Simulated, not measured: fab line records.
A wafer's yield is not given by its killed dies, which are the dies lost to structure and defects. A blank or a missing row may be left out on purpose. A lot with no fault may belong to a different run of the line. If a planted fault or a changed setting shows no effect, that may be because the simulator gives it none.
A lot that was struck, set against a sound lot | flow n5_finfet | 38 out of 1938 route steps
Sound: wafers L121.1, L121.2, L121.5. Struck: wafers L128.1, L128.2, L128.5. The cause is given at the end.
At each step with rows: each side's tool, then ch and its chambers, then its first start. Under that, the readings that differ: sound wafers | struck wafers | difference of the means | sigmas: that difference in standard deviations of wafers without a fault.
alike: words and numbers the same on both sides, and readings whose means are apart by under 2 such deviations; not compared: readings that were withheld, readings missing a value for some wafer, numbers with overlapping values and no deviation given by the record, and bounds like >300 which may hide the same value.
Wherever a step has rows on one side only, a row that says differs or no value, or a row with sigmas, the two part there. Non-overlapping numbers with no deviation appear without sigmas and do not part them. A reading missing from all wafers of one side parts the sides only when that side holds two or more wafers.

first, 9 steps without rows for these wafers: N5_BEOL_M4_ANNEAL_95 (time 240 s); N5_BEOL_M4_SPUTTER_96 (material Cu, target thk 4.5 nm, time 8.29 s); N5_BEOL_M4_ECD_50 (material Cu, target thk 300 nm); N5_BEOL_M4_ANNEAL_51 (time 90 s); N5_BEOL_M4_CMP_52 (polishes, stops on SiOC, t overpolish 6.8 s, target thk 40 nm); N5_BEOL_M4_PRE_CLEAN_60 (time 15 s); N5_BEOL_M4_CO_CAP_55 (material Co, precursor CCTBA/H2, target thk 2 nm, time 102.1 s); N5_BEOL_M4_PRE_CLEAN_56 (time 15 s); N5_BEOL_M4_DEP_57 (deposits SiCN from 3MS/NH3, target thk 8 nm, time 14 s).
N5_BEOL_M4_RC_MEAS_101:
  sound on prober-02 ch 0, day 9 12:49; struck on prober-01 ch 0, day 11 21:57
  alike: DIBL_N, DIBL_P, IOFF_N, IOFF_P, ION_N, ION_P, SS_N, SS_P, VT_N, VT_P
then, 24 steps without rows for these wafers: N5_BEOL_M5_ILD_DEP_00 (deposits SiCOH lowk from DEMS/porogen, target thk 140.64 nm, time 25.9 s); N5_BEOL_M5_CURE_79 (cures SiCOH lowk, time 240 s); N5_BEOL_M5_PECVD_70 (deposits SiO2 from TEOS/O2, target thk 16 nm, time 18 s); N5_BEOL_M5_HM_DEP_02 (deposits TiN, target thk 20 nm); N5_BEOL_M5_COAT_59 (time 60 s, resist thk 60 nm); N5_BEOL_M5_COAT_60 (time 60 s, resist thk 12 nm); N5_BEOL_M5_COAT_71 (time 60 s, resist thk 5 nm); N5_BEOL_M5_COAT_05 (resist thk 30 nm); N5_BEOL_M5_EBR_07; N5_BEOL_M5_SOFTBAKE_06 (time 60 s); N5_BEOL_M5_EXPOSE_08 (exposes mask M5, target cd 28 nm); N5_BEOL_M5_PEB_09 (peb time 60 s); N5_BEOL_M5_DEVELOP_10 (develop time 30 s); N5_BEOL_M5_DESCUM_16 (chemistry O2, time 7 s); N5_BEOL_M5_ETCH_72 (etches underlayer in N2/H2, target depth 6.5 nm, time 5.2 s); N5_BEOL_M5_ETCH_61 (etches SiARC in CF4, target depth 15.6 nm, time 26 s); N5_BEOL_M5_ETCH_62 (etches SOC in N2/H2, target depth 75 nm, overetch 15 nm, time 112.5 s); N5_BEOL_M5_STRIP_63 (strips in N2/H2); N5_BEOL_M5_STRIP_73 (strips in N2/H2); N5_BEOL_M5_STRIP_64 (strips in CF4); N5_BEOL_M5_HM_OPEN_17 (chemistry Cl2/BCl3, target TiN, target depth 20 nm, overetch 6 nm); N5_BEOL_M5_STRIP_19 (strips in O2); N5_BEOL_M5_COAT_65 (time 60 s, resist thk 60 nm); N5_BEOL_M5_COAT_66 (time 60 s, resist thk 12 nm).
-- a jump in the record: the struck wafers' starts before and after are 3 days apart (it breaks off in module BEOL_M5 and resumes in module BEOL_M11, where the first step shown is number 1578 of the route) --
N5_BEOL_M11_TRENCH_ETCH_37: etches SiCOH lowk in C4F6/O2, target depth 148.83 nm, time 48 s.
  sound on rie_diel-01 ch 0,2, day 11 21:53; struck on rie_diel-03 ch 1,2, day 14 19:55
  no value came back on the struck wafers for any of 8 readings (C4F6_flow_sccm (sccm), O2_flow_sccm (sccm) and others); on the sound wafers C4F6_flow_sccm (sccm) reads 10.02 9.98 9.96
  reading                                     | sound          | struck       | difference | sigmas
  model.TiN_of_BEOL_M11_HM_DEP_02.thk_nm (nm) | 15.6 15.8 16.2 | 19.8 20 19.6 | +3.9       |
  not compared: rf_hours_counter_h
N5_BEOL_M11_OCD_MEAS_38:
  sound: ocd-01 at day 11 22:05; struck: ocd-02 at day 14 20:06
  reading              | sound             | struck | difference | sigmas
  trench_depth_nm (nm) | 149.2 147.7 147.2 | 0 0 0  | -148       | -51
N5_BEOL_M11_CMP_52: polishes, stops on SiCOH lowk, t overpolish 7 s, target thk 140 nm.
  sound on cmp-03 ch 0,2, day 12 01:35; struck on cmp-03 ch 0,1,3, day 14 23:35
  reading                                 | sound           | struck | difference | sigmas
  model.Cu_of_BEOL_M11_ECD_50.thk_nm (nm) | 140.6 140.6 137 | 0 0 0  | -139       |
  alike: motor_current_A, platen_rpm
N5_PASSIVATION_PROBE_49:
  only the struck wafers here have rows in the record (prober-01, day 16 13:31); the sound ones have none

## WHERE THEY PART
At N5_BEOL_M11_TRENCH_ETCH_37 first; at N5_PASSIVATION_PROBE_49 last (within this record only).

WHY: what the simulator had put in
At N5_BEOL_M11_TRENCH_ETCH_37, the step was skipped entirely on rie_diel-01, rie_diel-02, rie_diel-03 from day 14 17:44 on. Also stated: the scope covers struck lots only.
